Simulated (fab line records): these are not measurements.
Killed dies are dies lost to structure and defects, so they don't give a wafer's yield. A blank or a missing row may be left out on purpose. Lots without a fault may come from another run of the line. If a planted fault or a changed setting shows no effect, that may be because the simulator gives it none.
Chamber matching + flow nand-harc + 4 sister chambers for NHARC_A_CONTACT_ETCH_75 on rie-diel-10
The step etches the open film in CF4, target depth 39 nm, time 65 s. 8 wafers are shown with their chamber, then 8 later ones without.

WAFERS, EACH WITH ITS CHAMBER
| wafer  | chamber | showerhead-plenum-p-Torr (Torr) | rf-vpp-V (V) |
|--------|---------|---------------------------------|--------------|
| L076.6 | 0       | 1.67                            | 150.3        |
| L082.3 | 2       | 1.84                            | 152.0        |
| L088.2 | 0       | 1.66                            | 150.4        |
| L088.4 | 2       | 1.84                            | 152.7        |
| L086.3 | 1       | 1.88                            | 152.6        |
| L086.5 | 1       | 1.88                            | 151.6        |
| L086.6 | 3       | 1.82                            | 152.1        |
| L090.1 | 3       | 1.81                            | 151.6        |

WAFERS WHOSE CHAMBER IS MISSING
| wafer  | showerhead-plenum-p-Torr (Torr) | rf-vpp-V (V) |
|--------|---------------------------------|--------------|
| L090.4 | 1.88                            | 153.5        |
| L090.6 | 1.84                            | 152.9        |
| L091.1 | 1.88                            | 151.9        |
| L091.2 | 1.84                            | 153.0        |
| L091.3 | 1.81                            | 151.8        |
| L095.2 | 1.66                            | 149.4        |
| L095.5 | 1.83                            | 151.6        |
| L095.6 | 1.88                            | 152.7        |

CHAMBER TAKEN BY EACH
| wafer  | from the rows above     | in truth |
|--------|-------------------------|----------|
| L090.4 | 1                       | 1        |
| L090.6 | 2                       | 2        |
| L091.1 | 1                       | 1        |
| L091.2 | 2                       | 2        |
| L091.3 | 3                       | 3        |
| L095.2 | 0                       | 0        |
| L095.5 | can't be placed: 2 or 3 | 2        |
| L095.6 | 1                       | 1        |
7 of 8 placed correctly. Unplaceable from these rows: 1, with the true chamber sitting among the candidates in 1. Wrongly placed: 0.
How it was worked out, from the rows above alone: a wafer's distance from a chamber is the root of the sum, over the readings, of the square of ((its reading less the chamber's mean) divided by the reading's scatter). If the next closest chamber is less than 2 further off than the closest, the wafer can't be placed; otherwise it belongs to the closest. A chamber's mean is the mean of its shown wafers. How the scatter is found: for the shown wafers, subtract from each reading the mean of its chamber, square and add these, divide the total by (wafers less chambers), then take the root.
